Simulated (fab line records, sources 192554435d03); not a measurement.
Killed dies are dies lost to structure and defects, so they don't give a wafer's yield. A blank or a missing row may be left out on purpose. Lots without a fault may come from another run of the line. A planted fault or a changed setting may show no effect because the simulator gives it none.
Chamber matching | flow n5_finfet | N5_BEOL_M0_SAQP_PECVD_04 on pecvd-01: 3 sister chambers
The step deposits a-Si from SiH4/He, target thk 60 nm, time 60.2 s. 14 wafers are shown with their chamber, then 7 later ones without.

WAFERS WITH THEIR CHAMBER
wafer  | chamber | showerhead_plenum_p_Torr (Torr) | throttle_valve_pct (%) | showerhead_vpp_V (V)
L076.1 | 1       | 5.62                            | 17.3                   | 616
L076.3 | 0       | 5.75                            | 18.8                   | 615
L076.5 | 0       | 5.75                            | 19.1                   | 617
L081.1 | 2       | 5.70                            | 17.9                   | 667
L081.4 | 2       | 5.70                            | 17.8                   | 659
L081.6 | 0       | 5.76                            | 18.8                   | 609
L088.1 | 1       | 5.64                            | 17.3                   | 612
L088.3 | 2       | 5.69                            | 17.9                   | 646
L088.5 | 0       | 5.75                            | 18.8                   | 613
L090.1 | 1       | 5.63                            | 17.1                   | 599
L090.3 | 0       | 5.75                            | 19.4                   | 615
L090.4 | 1       | 5.64                            | 17.6                   | 614
L092.1 | 1       | 5.64                            | 17.1                   | 613
L092.2 | 0       | 5.74                            | 19.2                   | 605

SIGNATURES (means of the wafers above)
reading                  | chamber 0 | chamber 1 | chamber 2 | scatter within a chamber
showerhead_plenum_p_Torr | 5.7500    | 5.6340    | 5.6967    | 0.0073
throttle_valve_pct       | 19.017    | 17.280    | 17.867    | 0.214
showerhead_vpp_V         | 612.33    | 610.80    | 657.33    | 6.8
Rule: a wafer's distance from a chamber is the root of the sum, over the readings, of the square of ((its reading less the chamber's mean) divided by the reading's scatter). The wafer belongs to the nearest chamber; if the next one is less than 2 further off, it can't be placed. The scatter: the root of (the sum of the squares of (reading less its chamber's mean) over the shown wafers, divided by (wafers less chambers)).

WAFERS WITHOUT THEIR CHAMBER
wafer  | showerhead_plenum_p_Torr (Torr) | throttle_valve_pct (%) | showerhead_vpp_V (V)
L092.3 | 5.73                            | 19.4                   | 600
L096.2 | 5.74                            | 19.2                   | 606
L096.3 | 5.63                            | 16.9                   | 600
L096.6 | 5.70                            | 15.6                   | 652
L097.1 | 5.75                            | 19.4                   | 611
L097.5 | 5.63                            | 17.3                   | 612
L097.6 | 5.70                            | 15.7                   | 651

WHICH CHAMBER EACH WENT THROUGH
wafer  | from the rows above | in truth
L092.3 | 0                   | 0
L096.2 | 0                   | 0
L096.3 | 1                   | 1
L096.6 | 2                   | 2
L097.1 | 0                   | 0
L097.5 | 1                   | 1
L097.6 | 2                   | 2
Placed correctly: 7 of 7. Can't be placed from these rows: 0. Placed wrongly: 0.
